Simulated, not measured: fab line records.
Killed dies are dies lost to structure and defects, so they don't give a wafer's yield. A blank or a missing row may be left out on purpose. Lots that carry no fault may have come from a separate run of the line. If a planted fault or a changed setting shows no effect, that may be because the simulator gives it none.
fab line records    flow n5Finfet
record lots=10  wafers=30  lastDay=20
route steps=1938 shown PMOS_HMC_CHANNEL_EPI@87 FIN_SAQP@97 FIN_CUT@165 PASSIVATION@1936
lots that met no fault: taken from a fault-free run of the same line
startH: hours from the record's first day to the start of the lot's first wafer shown    waitH: hours since the lot's step before    " identical to the entry in the row above    L1.1+2: several wafers, shown together as one row    - no value, or no start given    * or withheld: withheld    < > ~ a bound
route shown NAME@n: NAME is a module with steps in the file, n the number in the route of the first one    usual: mean/standard deviation of fault-free wafers    same: alike in all rows    chamber/n: place in a boat    sites: each site's reading    _std_site: standard deviation of those values    _edge_site: outer sites' mean less inner sites'    radiusMm: how far each site lies from the wafer's centre    mask NAME#n: copy n    behind: the most recent tool/chamber to have shaped the wafer    hold: what put the lot on hold/how long, in hours/how the hold closed    device: transistor that didn't switch, given as n, p or np    end of line: the route-end tests of the same wafers    a step given without rows: its recipe and nothing more    killed: count of dies lost to structure and defects at first sort (not the wafer's yield)    map: dies across one wafer; x = killed, . = not, _ = none there
set.NAME: the setting that was run; set.NAME@STEP: the one run at that earlier step    model.NAME: the simulator's own value behind a step, which no gauge read
route steps across a sampled set of lots; one table per step, one row per wafer
services: the hour from which a tool's chamber was out of use, counted from the record's first day as startH (under 0 if before that day), plus the number of hours and why
## steps
# step N5_PMOS_HMC_CHANNEL_EPI_EPI_26
# recipe material=Si  targetThkA=38  tempC=650  precursor=SiH4/H2  pressureTorr=20  timeS=22.7
# usual lampInnerPct=14.2/0.98  susceptorTempC=650.1/0.31  throttleValvePct=11.46/0.17
lot.wafer  tool         chamber  startH  waitH  lampInnerPct  susceptorTempC  throttleValvePct
L231.2     epiRpcvd-04  0        31.41   0.1    13.2          649.9           11.52
L231.3     "            0        "       "      13.4          650.1           11.51
L231.5     "            0        "       "      13.2          648.9           11.39
L232.4     epiRpcvd-02  0        37.92   0.2    13.5          650.3           11.57
L232.5     "            0        "       "      13.8          650.1           11.71
L232.6     "            0        "       "      13.8          649.9           11.59
L242.2     epiRpcvd-04  0        98.18   0.1    13.3          650.4           11.34
L242.5     "            0        "       "      13.5          650.6           11.32
L242.6     "            0        "       "      13.4          649.5           11.42
L243.1     epiRpcvd-01  0        103.81  0.0    15.5          649.9           11.52
L243.2     "            0        "       "      15.3          650.8           11.48
L243.4     "            0        "       "      15.3          649.8           11.40
L244.1     epiRpcvd-04  0        110.57  0.0    13.4          650.0           11.34
L244.2     "            0        "       "      13.3          649.9           11.46
L244.6     "            0        "       "      13.3          649.8           11.54
L245.2     epiRpcvd-01  0        116.82  0.1    15.3          650.2           11.78
L245.4     "            0        "       "      15.2          649.9           11.60
L245.6     "            0        "       "      15.3          650.0           11.66
L246.2     epiRpcvd-04  0        122.80  0.1    13.4          650.1           11.49
L246.4     "            0        "       "      13.2          649.8           11.25
L246.6     "            0        "       "      13.2          649.9           11.36
L248.1     epiRpcvd-04  0        134.13  0.0    13.5          649.8           11.30
L248.2     "            0        "       "      13.4          649.7           11.24
L248.5     "            0        "       "      13.3          650.0           11.42
L249.2     epiRpcvd-02  0        140.18  0.1    13.5          649.6           11.60
L249.3     "            0        "       "      13.7          650.1           11.35
L249.5     "            0        "       "      13.8          650.2           11.29
L251.1     epiRpcvd-04  0        151.56  0.0    13.2          650.0           11.16
L251.4     "            0        "       "      13.1          650.3           11.26
L251.6     "            0        "       "      13.5          650.2           11.21
# step N5_FIN_SAQP_THK_MEAS_05
# usual thkNm=38.1/0.47
lot.wafer  tool          chamber  startH  waitH  thkNm
L231.2     filmMetro-02  -        32.83   0.1    38.1
L231.3     "             -        "       "      38.0
L231.5     "             -        "       "      38.3
L232.4     filmMetro-02  -        38.77   0.0    38.0
L232.5     "             -        "       "      37.6
L232.6     "             -        "       "      38.3
L242.2     filmMetro-02  -        99.48   0.1    38.1
L242.5     "             -        "       "      38.7
L242.6     "             -        "       "      38.0
L243.1     filmMetro-01  -        104.82  0.1    37.5
L243.2     "             -        "       "      37.6
L243.4     "             -        "       "      38.4
L244.1     filmMetro-01  -        111.70  0.1    37.9
L244.2     "             -        "       "      38.0
L244.6     "             -        "       "      38.5
L245.2     filmMetro-01  -        117.87  0.1    38.5
L245.4     "             -        "       "      38.8
L245.6     "             -        "       "      39.1
L246.2     filmMetro-01  -        123.84  0.1    38.0
L246.4     "             -        "       "      37.9
L246.6     "             -        "       "      38.5
L248.1     filmMetro-01  -        135.24  0.1    37.6
L248.2     "             -        "       "      37.0
L248.5     "             -        "       "      38.0
L249.2     filmMetro-02  -        141.13  0.1    38.0
L249.3     "             -        "       "      37.7
L249.5     "             -        "       "      39.0
L251.1     filmMetro-01  -        152.82  0.1    38.6
L251.4     "             -        "       "      38.7
L251.6     "             -        "       "      38.8
# step N5_FIN_SAQP_PECVD_47
# recipe material=a-Si  targetThkA=450  tempC=400  precursor=SiH4/He  pressureTorr=3  rfW=100  timeS=36.3
# usual heaterPowerW=861/89  showerheadPlenumPTorr=5.69/0.043  susceptorTempC=400.02/0.21  throttleValvePct=18.1/1.1
lot.wafer  tool      chamber  startH  waitH  heaterPowerW  showerheadPlenumPTorr  susceptorTempC  throttleValvePct
L231.2     pecvd-04  0        32.87   0.0    735           5.69                   399.85          18.7
L231.3     "         1        "       "      828           5.76                   399.98          16.8
L231.5     "         2        "       "      863           5.70                   400.07          19.1
L232.4     pecvd-04  1        38.82   0.1    926           5.75                   399.85          17.0
L232.5     "         2        "       "      821           5.71                   399.75          18.7
L232.6     "         0        "       "      768           5.66                   399.74          18.8
L242.2     pecvd-04  2        99.51   0.0    849           5.73                   400.06          18.8
L242.5     "         1        "       "      934           5.76                   399.80          17.2
L242.6     "         0        "       "      836           5.68                   400.20          18.6
L243.1     pecvd-04  0        104.86  0.0    748           5.67                   399.94          18.9
L243.2     "         1        "       "      826           5.78                   399.77          17.3
L243.4     "         0        "       "      730           5.69                   400.21          19.1
L244.1     pecvd-01  2        111.74  0.0    863           5.70                   399.72          16.7
L244.2     "         1        "       "      842           5.68                   399.83          18.3
L244.6     "         2        "       "      867           5.71                   399.56          16.8
L245.2     pecvd-03  0        117.90  0.0    962           5.68                   400.05          20.1
L245.4     "         2        "       "      821           5.67                   400.58          16.9
L245.6     "         0        "       "      1005          5.66                   400.02          20.4
L246.2     pecvd-01  2        123.87  0.0    834           5.69                   399.89          16.1
L246.4     "         1        "       "      826           5.69                   400.14          18.3
L246.6     "         0        "       "      773           5.60                   399.95          17.3
L248.1     pecvd-03  2        135.27  0.0    883           5.68                   399.69          17.0
L248.2     "         1        "       "      1008          5.69                   399.84          18.2
L248.5     "         0        "       "      860           5.66                   399.85          20.2
L249.2     pecvd-01  0        141.17  0.0    754           5.59                   400.06          17.3
L249.3     "         1        "       "      874           5.68                   400.11          18.6
L249.5     "         2        "       "      872           5.71                   400.13          16.5
L251.1     pecvd-01  0        152.86  0.0    697           5.58                   399.52          17.4
L251.4     "         1        "       "      916           5.68                   400.25          18.2
L251.6     "         2        "       "      847           5.71                   399.80          16.5
# step N5_FIN_SAQP_PECVD_06
# recipe material=a-Si  targetThkA=600  tempC=400  precursor=SiH4/He  pressureTorr=3  rfW=100  timeS=48.1
# usual heaterPowerW=856/91  showerheadPlenumPTorr=5.69/0.042  susceptorTempC=399.99/0.23  throttleValvePct=18.1/1.1
lot.wafer  tool      chamber  startH  waitH  heaterPowerW  showerheadPlenumPTorr  susceptorTempC  throttleValvePct
L231.2     pecvd-04  0        32.95   0.0    726           5.67                   400.23          19.1
L231.3     "         1        "       "      934           5.76                   400.31          17.1
L231.5     "         2        "       "      777           5.72                   400.20          18.8
L232.4     pecvd-04  1        38.91   0.0    926           5.77                   399.97          16.9
L232.5     "         2        "       "      798           5.70                   399.98          18.6
L232.6     "         0        "       "      750           5.67                   400.14          18.6
L242.2     pecvd-04  2        99.59   0.0    724           5.73                   399.84          18.9
L242.5     "         1        "       "      859           5.76                   399.85          16.8
L242.6     "         0        "       "      812           5.68                   400.30          18.8
L243.1     pecvd-04  0        104.94  0.0    694           5.68                   399.83          18.7
L243.2     "         1        "       "      870           5.77                   399.81          16.7
L243.4     "         0        "       "      727           5.68                   400.14          19.0
L244.1     pecvd-01  2        111.82  0.0    932           5.70                   400.04          16.5
L244.2     "         1        "       "      857           5.68                   399.91          18.6
L244.6     "         2        "       "      916           5.70                   399.44          16.3
L245.2     pecvd-03  0        117.98  0.0    849           5.68                   399.80          20.2
L245.4     "         2        "       "      876           5.66                   400.19          16.7
L245.6     "         0        "       "      860           5.67                   399.99          20.1
L246.2     pecvd-01  2        123.96  0.0    951           5.69                   400.18          16.7
L246.4     "         1        "       "      801           5.67                   400.36          18.5
L246.6     "         0        "       "      718           5.60                   400.18          17.5
L248.1     pecvd-03  2        135.35  0.0    872           5.65                   399.65          16.9
L248.2     "         1        "       "      1033          5.68                   400.18          18.3
L248.5     "         0        "       "      942           5.67                   400.06          20.1
L249.2     pecvd-01  0        141.25  0.0    675           5.58                   399.71          17.3
L249.3     "         1        "       "      816           5.67                   399.74          18.5
L249.5     "         2        "       "      899           5.69                   400.12          16.7
L251.1     pecvd-01  0        152.94  0.0    798           5.59                   399.96          17.4
L251.4     "         1        "       "      849           5.68                   399.97          18.5
L251.6     "         2        "       "      805           5.71                   400.00          16.5
# step N5_FIN_SAQP_INSPECT_18
# recipe mode=adi  inspectInstrument=brightfield
# usual rawDefectCount=397/130
lot.wafer  tool              chamber  startH  waitH  rawDefectCount
L231.2     defectInspect-02  -        33.46   0.0    194
L231.3     "                 -        "       "      273
L231.5     "                 -        "       "      227
L232.4     defectInspect-02  -        39.43   0.0    390
L232.5     "                 -        "       "      469
L232.6     "                 -        "       "      399
L242.2     defectInspect-01  -        100.13  0.0    990
L242.5     "                 -        "       "      1982
L242.6     "                 -        "       "      548
L243.1     defectInspect-01  -        105.58  0.0    312
L243.2     "                 -        "       "      1557
L243.4     "                 -        "       "      286
L244.1     defectInspect-02  -        112.45  0.0    403
L244.2     "                 -        "       "      456
L244.6     "                 -        "       "      336
L245.2     defectInspect-01  -        118.50  0.0    403
L245.4     "                 -        "       "      299
L245.6     "                 -        "       "      359
L246.2     defectInspect-01  -        124.47  0.0    251
L246.4     "                 -        "       "      320
L246.6     "                 -        "       "      235
L248.1     defectInspect-02  -        135.87  0.0    306
L248.2     "                 -        "       "      459
L248.5     "                 -        "       "      341
L249.2     defectInspect-01  -        141.88  0.0    394
L249.3     "                 -        "       "      236
L249.5     "                 -        "       "      305
L251.1     defectInspect-01  -        153.58  0.0    254
L251.4     "                 -        "       "      361
L251.6     "                 -        "       "      361
# step N5_FIN_SAQP_INSPECT_40
# recipe inspectInstrument=brightfield  mode=aei
# usual rawDefectCount=244/77
lot.wafer  tool              chamber  startH  waitH  rawDefectCount
L231.2     defectInspect-02  -        37.79   0.0    127
L231.3     "                 -        "       "      200
L231.5     "                 -        "       "      208
L232.4     defectInspect-02  -        44.34   0.0    216
L232.5     "                 -        "       "      377
L232.6     "                 -        "       "      329
L242.2     defectInspect-01  -        104.86  0.0    220
L242.5     "                 -        "       "      1370
L242.6     "                 -        "       "      238
L243.1     defectInspect-01  -        109.76  0.0    242
L243.2     "                 -        "       "      1293
L243.4     "                 -        "       "      200
L244.1     defectInspect-02  -        117.21  0.0    214
L244.2     "                 -        "       "      230
L244.6     "                 -        "       "      241
L245.2     defectInspect-02  -        124.06  0.0    231
L245.4     "                 -        "       "      203
L245.6     "                 -        "       "      274
L246.2     defectInspect-02  -        129.28  0.0    272
L246.4     "                 -        "       "      256
L246.6     "                 -        "       "      218
L248.1     defectInspect-02  -        140.66  0.0    150
L248.2     "                 -        "       "      197
L248.5     "                 -        "       "      144
L249.2     defectInspect-02  -        146.62  0.0    252
L249.3     "                 -        "       "      115
L249.5     "                 -        "       "      208
L251.1     defectInspect-01  -        158.22  0.0    121
L251.4     "                 -        "       "      168
L251.6     "                 -        "       "      169
# step N5_FIN_CUT_INSPECT_10
# recipe mode=adi  inspectInstrument=brightfield
# usual rawDefectCount=44/13
lot.wafer  tool              chamber  startH  waitH  rawDefectCount
L231.2     defectInspect-02  -        38.31   0.0    28
L231.3     "                 -        "       "      39
L231.5     "                 -        "       "      56
L232.4     defectInspect-02  -        44.73   0.0    38
L232.5     "                 -        "       "      62
L232.6     "                 -        "       "      51
L242.2     defectInspect-01  -        105.25  0.0    46
L242.5     "                 -        "       "      1033
L242.6     "                 -        "       "      38
L243.1     defectInspect-02  -        110.16  0.1    57
L243.2     "                 -        "       "      1073
L243.4     "                 -        "       "      44
L244.1     defectInspect-02  -        117.60  0.1    50
L244.2     "                 -        "       "      49
L244.6     "                 -        "       "      43
L245.2     defectInspect-02  -        124.45  0.0    36
L245.4     "                 -        "       "      30
L245.6     "                 -        "       "      33
L246.2     defectInspect-02  -        129.67  0.0    52
L246.4     "                 -        "       "      49
L246.6     "                 -        "       "      45
L248.1     defectInspect-02  -        141.05  0.1    36
L248.2     "                 -        "       "      41
L248.5     "                 -        "       "      17
L249.2     defectInspect-02  -        147.01  0.0    36
L249.3     "                 -        "       "      20
L249.5     "                 -        "       "      29
L251.1     defectInspect-02  -        158.61  0.1    34
L251.4     "                 -        "       "      35
L251.6     "                 -        "       "      33
# step N5_PASSIVATION_PROBE_49
# usual killed_at_M0_to_M3=36/11  killed_at_M4_up=13/5.1  killedAtContacts=14/4.9  killedAtFrontEnd=41/10  killedAtOther=3.4/2.6  killedDies=107/16  killedOpen=70/11  killedShort=36/7.8
# same grossDies=1180  killedAtBackSide=0
lot.wafer  tool       chamber  startH  waitH  killed_at_M0_to_M3  killed_at_M4_up  killedAtContacts  killedAtFrontEnd  killedAtOther  killedDies  killedOpen  killedShort
L232.4     prober-02  -        331.51  0.2    22                  6                6                 50                5              89          60          28
L232.5     prober-02  -        331.56  0.2    34                  12               15                52                2              115         77          36
L232.6     prober-02  -        331.61  0.3    20                  9                7                 39                2              77          50          25
L231.2     prober-02  -        340.09  0.1    17                  19               9                 31                6              82          58          24
L231.3     prober-02  -        340.14  0.1    23                  17               13                26                5              84          54          29
L231.5     prober-02  -        340.24  0.2    46                  11               13                37                8              115         82          33
L242.2     prober-01  -        395.95  0.1    38                  21               9                 40                5              113         73          40
L242.5     prober-01  -        396.10  0.2    43                  17               16                177               7              260         73          39
L242.6     prober-01  -        396.15  0.3    43                  12               8                 53                4              120         68          51
L243.1     prober-01  -        416.79  0.0    30                  14               5                 44                6              99          66          29
L243.2     prober-01  -        416.84  0.1    40                  16               7                 186               3              252         73          36
L243.4     prober-01  -        416.94  0.2    49                  23               7                 40                6              125         87          38
L244.1     prober-02  -        423.74  0.0    21                  12               7                 35                1              76          50          26
L244.2     prober-02  -        423.79  0.1    41                  25               24                30                5              125         80          43
L244.6     prober-02  -        423.99  0.3    44                  24               12                24                9              113         65          42
L249.2     prober-01  -        438.66  0.1    35                  25               14                46                6              126         75          47
L249.3     prober-01  -        438.71  0.1    49                  27               20                34                5              135         83          50
L249.5     prober-01  -        438.81  0.2    17                  17               14                49                4              101         69          31
L245.2     prober-01  -        451.21  0.1    20                  9                13                33                0              75          46          27
L245.4     prober-01  -        451.31  0.2    21                  7                10                25                0              63          43          19
L245.6     prober-01  -        451.41  0.3    22                  13               14                33                5              87          52          33
L246.2     prober-02  -        460.43  0.1    48                  11               11                42                5              117         80          34
L246.4     prober-02  -        460.53  0.2    25                  5                9                 40                1              80          51          27
L246.6     prober-02  -        460.63  0.3    44                  14               18                43                0              119         72          42
L248.1     prober-01  -        461.03  0.0    36                  15               8                 42                4              105         67          36
L248.2     prober-01  -        461.08  0.1    39                  15               5                 31                0              90          57          31
L248.5     prober-01  -        461.23  0.2    47                  19               17                37                3              123         80          40
L251.1     prober-01  -        479.05  0.0    50                  18               6                 51                0              125         96          28
L251.4     prober-01  -        479.20  0.2    52                  18               9                 41                4              124         70          50
L251.6     prober-01  -        479.30  0.3    54                  16               8                 41                1              120         69          48
# killed by level:class
L232.4 STI_FIN_REVEAL:geometricParticle:open=10 DUMMY_GATE:geometricParticle:open=9 GATE_CUT:geometricParticle:short=7 GATE_CUT:geometricParticle:open=7 BEOL_M2:geometricParticle:open=7 MOL_CONTACT_COAG:geometricParticle:open=6 BEOL_M0_SAQP:geometricParticle:short=5 STARTING-WAFER:geometricParticle:open=5
L232.5 MOL_CONTACT_COAG:geometricParticle:open=12 GATE_CUT:geometricParticle:open=11 BEOL_M3:geometricParticle:open=9 BEOL_M0_SAQP:geometricParticle:short=8 BEOL_M0_SAQP:geometricParticle:open=8 FIN_SAQP:geometricParticle:open=7 STI_FIN_REVEAL:geometricParticle:open=7 FIN_SAQP:geometricParticle:short=4
L232.6 FIN_SAQP:geometricParticle:open=8 DUMMY_GATE:geometricParticle:open=8 BEOL_M2:geometricParticle:open=8 BEOL_M3:geometricParticle:open=6 GATE_CUT:geometricParticle:short=5 MOL_CONTACT_COAG:geometricParticle:open=4 FIN_SAQP:geometricParticle:short=3 STI_FIN_REVEAL:geometricParticle:open=3
L231.2 STI_FIN_REVEAL:geometricParticle:open=8 BEOL_M4:geometricParticle:open=8 MOL_CONTACT_COAG:geometricParticle:open=7 BEOL_M0_SAQP:geometricParticle:short=6 DUMMY_GATE:geometricParticle:open=6 BEOL_M0_SAQP:geometricParticle:open=6 FIN_SAQP:geometricParticle:open=5 BEOL_M5:geometricParticle:open=4
L231.3 MOL_CONTACT_COAG:geometricParticle:open=9 BEOL_M6:geometricParticle:open=6 FIN_SAQP:geometricParticle:open=4 MOL_CONTACT_COAG:geometricParticle:short=4 BEOL_M0_SAQP:geometricParticle:short=4 BEOL_M0:geometricParticle:open=4 BEOL_M2:geometricParticle:open=4 BEOL_M4:geometricParticle:open=4
L231.5 BEOL_M0_SAQP:geometricParticle:open=17 BEOL_M0_SAQP:geometricParticle:short=15 MOL_CONTACT_COAG:geometricParticle:open=10 STI_FIN_REVEAL:geometricParticle:open=9 DUMMY_GATE:geometricParticle:open=8 GATE_CUT:geometricParticle:open=4 BEOL_M1:geometricParticle:open=4 BEOL_M3:geometricParticle:open=4
L242.2 FIN_SAQP:geometricParticle:open=14 BEOL_M0_SAQP:geometricParticle:open=11 BEOL_M4:geometricParticle:open=11 FIN_SAQP:geometricParticle:short=9 BEOL_M0_SAQP:geometricParticle:short=8 BEOL_M3:geometricParticle:open=8 MOL_CONTACT_COAG:geometricParticle:open=6 GATE_CUT:geometricParticle:short=5
L242.5 FIN_SAQP:unspecified=147 BEOL_M0_SAQP:geometricParticle:open=14 MOL_CONTACT_COAG:geometricParticle:open=12 FIN_SAQP:geometricParticle:short=10 BEOL_M3:geometricParticle:open=9 FIN_SAQP:geometricParticle:open=8 BEOL_M0_SAQP:geometricParticle:short=8 BEOL_M4:geometricParticle:open=6
L242.6 FIN_SAQP:geometricParticle:short=14 BEOL_M0_SAQP:geometricParticle:open=13 BEOL_M0_SAQP:geometricParticle:short=9 DUMMY_GATE:geometricParticle:open=7 GATE_CUT:geometricParticle:short=7 MOL_CONTACT_COAG:geometricParticle:open=7 FIN_SAQP:geometricParticle:open=6 BEOL_M1:geometricParticle:open=6
L243.1 FIN_SAQP:geometricParticle:open=16 BEOL_M0_SAQP:geometricParticle:open=11 BEOL_M2:geometricParticle:open=7 BEOL_M4:geometricParticle:open=7 FIN_SAQP:geometricParticle:short=6 STI_FIN_REVEAL:geometricParticle:open=6 MOL_CONTACT_COAG:geometricParticle:open=5 BEOL_M0_SAQP:geometricParticle:short=5
L243.2 FIN_SAQP:unspecified=140 FIN_SAQP:geometricParticle:open=21 BEOL_M3:geometricParticle:open=11 BEOL_M0_SAQP:geometricParticle:open=6 BEOL_M0_SAQP:geometricParticle:short=6 BEOL_M1:geometricParticle:open=6 FIN_SAQP:geometricParticle:short=5 GATE_CUT:geometricParticle:short=5
L243.4 BEOL_M0_SAQP:geometricParticle:open=16 FIN_SAQP:geometricParticle:open=15 BEOL_M4:geometricParticle:open=15 BEOL_M1:geometricParticle:open=10 BEOL_M0_SAQP:geometricParticle:short=9 FIN_SAQP:geometricParticle:short=8 MOL_CONTACT_COAG:geometricParticle:open=6 BEOL_M3:geometricParticle:open=6
L244.1 STI_FIN_REVEAL:geometricParticle:open=11 BEOL_M0_SAQP:geometricParticle:open=7 FIN_SAQP:geometricParticle:open=5 MOL_CONTACT_COAG:geometricParticle:open=5 BEOL_M0_SAQP:geometricParticle:short=5 BEOL_M1:geometricParticle:open=4 GATE_CUT:geometricParticle:short=3 BEOL_M4:geometricParticle:short=3
L244.2 MOL_CONTACT_COAG:geometricParticle:open=21 BEOL_M0_SAQP:geometricParticle:short=15 BEOL_M0_SAQP:geometricParticle:open=10 STI_FIN_REVEAL:geometricParticle:open=8 BEOL_M4:geometricParticle:open=6 BEOL_M1:geometricParticle:open=5 BEOL_M2:geometricParticle:open=5 FIN_SAQP:geometricParticle:short=4
L244.6 BEOL_M0_SAQP:geometricParticle:short=13 BEOL_M0_SAQP:geometricParticle:open=13 BEOL_M2:geometricParticle:open=8 BEOL_M5:geometricParticle:open=8 MOL_CONTACT_COAG:geometricParticle:open=7 BEOL_M5:geometricParticle:short=6 MOL_CONTACT_COAG:geometricParticle:short=5 HKMG_FIN:areaEtch=5
L249.2 FIN_SAQP:geometricParticle:short=11 MOL_CONTACT_COAG:geometricParticle:open=11 BEOL_M0_SAQP:geometricParticle:open=8 STI_FIN_REVEAL:geometricParticle:open=7 BEOL_M3:geometricParticle:open=7 BEOL_M4:geometricParticle:open=7 DUMMY_GATE:geometricParticle:open=6 FIN_SAQP:geometricParticle:open=5
L249.3 MOL_CONTACT_COAG:geometricParticle:open=13 BEOL_M0_SAQP:geometricParticle:short=12 BEOL_M4:geometricParticle:open=11 BEOL_M1:geometricParticle:open=10 BEOL_M2:geometricParticle:open=8 MOL_CONTACT_COAG:geometricParticle:short=7 BEOL_M3:geometricParticle:open=7 FIN_SAQP:geometricParticle:short=6
L249.5 STI_FIN_REVEAL:geometricParticle:open=20 GATE_CUT:geometricParticle:short=11 MOL_CONTACT_COAG:geometricParticle:open=11 BEOL_M5:geometricParticle:open=6 BEOL_M0_SAQP:geometricParticle:short=5 BEOL_M4:geometricParticle:open=5 GATE_CUT:geometricParticle:open=4 BEOL_M0_SAQP:geometricParticle:open=4
L245.2 MOL_CONTACT_COAG:geometricParticle:open=12 FIN_SAQP:geometricParticle:short=8 FIN_SAQP:geometricParticle:open=5 STI_FIN_REVEAL:geometricParticle:open=5 BEOL_M3:geometricParticle:open=5 BEOL_M4:geometricParticle:open=5 ILD0:geometricParticle:short=4 BEOL_M0_SAQP:geometricParticle:short=4
L245.4 MOL_CONTACT_COAG:geometricParticle:open=8 BEOL_M2:geometricParticle:open=8 FIN_SAQP:geometricParticle:short=6 FIN_SAQP:geometricParticle:open=5 BEOL_M3:geometricParticle:open=5 STI_FIN_REVEAL:geometricParticle:open=4 STARTING-WAFER:geometricParticle:short=3 GATE_CUT:geometricParticle:short=2
L245.6 MOL_CONTACT_COAG:geometricParticle:open=13 FIN_SAQP:geometricParticle:open=10 BEOL_M0_SAQP:geometricParticle:short=9 FIN_SAQP:geometricParticle:short=4 STI_FIN_REVEAL:geometricParticle:open=3 GATE_CUT:geometricParticle:short=3 BEOL_M0_SAQP:geometricParticle:open=3 BEOL_M1:geometricParticle:open=3
L246.2 FIN_SAQP:geometricParticle:open=15 BEOL_M2:geometricParticle:open=12 FIN_SAQP:geometricParticle:short=10 MOL_CONTACT_COAG:geometricParticle:open=9 BEOL_M3:geometricParticle:open=9 BEOL_M0_SAQP:geometricParticle:open=7 GATE_CUT:geometricParticle:short=6 BEOL_M1:geometricParticle:open=6
L246.4 STI_FIN_REVEAL:geometricParticle:open=8 MOL_CONTACT_COAG:geometricParticle:open=8 FIN_SAQP:geometricParticle:short=7 BEOL_M2:geometricParticle:open=6 GATE_CUT:geometricParticle:short=6 BEOL_M3:geometricParticle:open=5 BEOL_M0_SAQP:geometricParticle:open=4 BEOL_M1:geometricParticle:open=4
L246.6 MOL_CONTACT_COAG:geometricParticle:open=14 FIN_SAQP:geometricParticle:open=12 BEOL_M0_SAQP:geometricParticle:open=9 BEOL_M3:geometricParticle:open=9 FIN_SAQP:geometricParticle:short=8 BEOL_M0_SAQP:geometricParticle:short=8 BEOL_M2:geometricParticle:open=6 GATE_CUT:geometricParticle:short=5
L248.1 STI_FIN_REVEAL:geometricParticle:open=12 BEOL_M0_SAQP:geometricParticle:short=10 MOL_CONTACT_COAG:geometricParticle:open=6 BEOL_M0_SAQP:geometricParticle:open=6 BEOL_M2:geometricParticle:open=6 DUMMY_GATE:geometricParticle:open=5 BEOL_M3:geometricParticle:open=5 BEOL_M4:geometricParticle:open=5
L248.2 BEOL_M0_SAQP:geometricParticle:short=12 BEOL_M0_SAQP:geometricParticle:open=11 STI_FIN_REVEAL:geometricParticle:open=8 DUMMY_GATE:geometricParticle:open=6 GATE_CUT:geometricParticle:open=5 MOL_CONTACT_COAG:geometricParticle:open=5 BEOL_M1:geometricParticle:open=5 BEOL_M0:geometricParticle:open=4
L248.5 MOL_CONTACT_COAG:geometricParticle:open=13 BEOL_M0_SAQP:geometricParticle:short=13 BEOL_M0_SAQP:geometricParticle:open=11 BEOL_M4:geometricParticle:open=8 STI_FIN_REVEAL:geometricParticle:open=8 BEOL_M3:geometricParticle:short=8 DUMMY_GATE:geometricParticle:open=7 FIN_SAQP:geometricParticle:short=6
L251.1 FIN_SAQP:geometricParticle:open=15 BEOL_M1:geometricParticle:open=11 BEOL_M3:geometricParticle:open=10 BEOL_M0_SAQP:geometricParticle:open=10 BEOL_M4:geometricParticle:open=8 FIN_SAQP:geometricParticle:short=7 STI_FIN_REVEAL:geometricParticle:open=6 BEOL_M2:geometricParticle:open=6
L251.4 STI_FIN_REVEAL:geometricParticle:open=14 BEOL_M0_SAQP:geometricParticle:short=14 BEOL_M2:geometricParticle:open=11 BEOL_M0_SAQP:geometricParticle:open=7 FIN_SAQP:geometricParticle:short=6 MOL_CONTACT_COAG:geometricParticle:open=5 BEOL_M4:geometricParticle:open=5 STI_FIN_REVEAL:geometricParticle:short=4
L251.6 FIN_SAQP:geometricParticle:short=15 BEOL_M0_SAQP:geometricParticle:short=14 BEOL_M2:geometricParticle:open=12 BEOL_M0_SAQP:geometricParticle:open=10 BEOL_M4:geometricParticle:open=10 BEOL_M1:geometricParticle:open=9 FIN_SAQP:geometricParticle:open=5 DUMMY_GATE:geometricParticle:open=5
## services
tool         chamber  startH  hours  kind
pecvd-01     2        21.12   -      clean
pecvd-01     2        21.12   -      consumableReplace:showerhead
pecvd-01     2        21.12   29.0   scheduledDown
pecvd-01     2        21.12   29.0   ventCycle
pecvd-03     0        22.22   2.1    scheduledDown
pecvd-03     0        26.23   5.5    scheduledDown
pecvd-01     -        26.47   5.5    pm
epiRpcvd-04  -        57.26   18.9   pm
pecvd-03     1        73.59   2.1    scheduledDown
pecvd-01     2        76.65   2.1    scheduledDown
pecvd-01     1        94.06   2.6    repair
pecvd-01     2        98.79   1.8    repair
epiRpcvd-04  -        103.77  0.4    repair
pecvd-03     1        107.02  5.0    scheduledDown
pecvd-04     2        113.73  4.0    repair
pecvd-01     -        142.23  2.8    pm
epiRpcvd-02  -        151.23  1.2    repair
## key
firstSign step=N5_FIN_SAQP_INSPECT_18  reading=rawDefectCount  direction=up  sigmas=11  usual=397  struck=1770
effect step=N5_FIN_SAQP_INSPECT_40  reading=rawDefectCount  direction=up  sigmas=14  usual=244  struck=1332
effect step=N5_FIN_CUT_INSPECT_10  reading=rawDefectCount  direction=up  sigmas=79  usual=44  struck=1053
effect step=N5_PASSIVATION_PROBE_49  reading=killedAtFrontEnd  direction=up  sigmas=14  usual=41  struck=182
moreKillsBornAt N5_FIN_SAQP_PECVD_47@pecvd-04=287
metAt N5_FIN_SAQP_PECVD_47
struckLots L242,L243
struckWafers L242.5,L243.2
testerLeftOut L242,L243
notActingAt N5_PMOS_HMC_CHANNEL_EPI_EPI_26,N5_FIN_SAQP_THK_MEAS_05,N5_FIN_SAQP_PECVD_06
onsetBetween 38.82 99.51
fault kind=chamberParticleSource  tool=pecvd-04  chamber=1  onsetH=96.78  steps=N5_FIN_SAQP_PECVD_47  ratePerVisitCm2=1.5379  endH=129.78
# testerLeftOut: of these lots the tester's yield and bins aren't shown, on N5 and GAA mostly nor the transistor test; their killed dies are dies lost to structure and defects alone, not to doping, threshold or leakage, so they don't give the yield
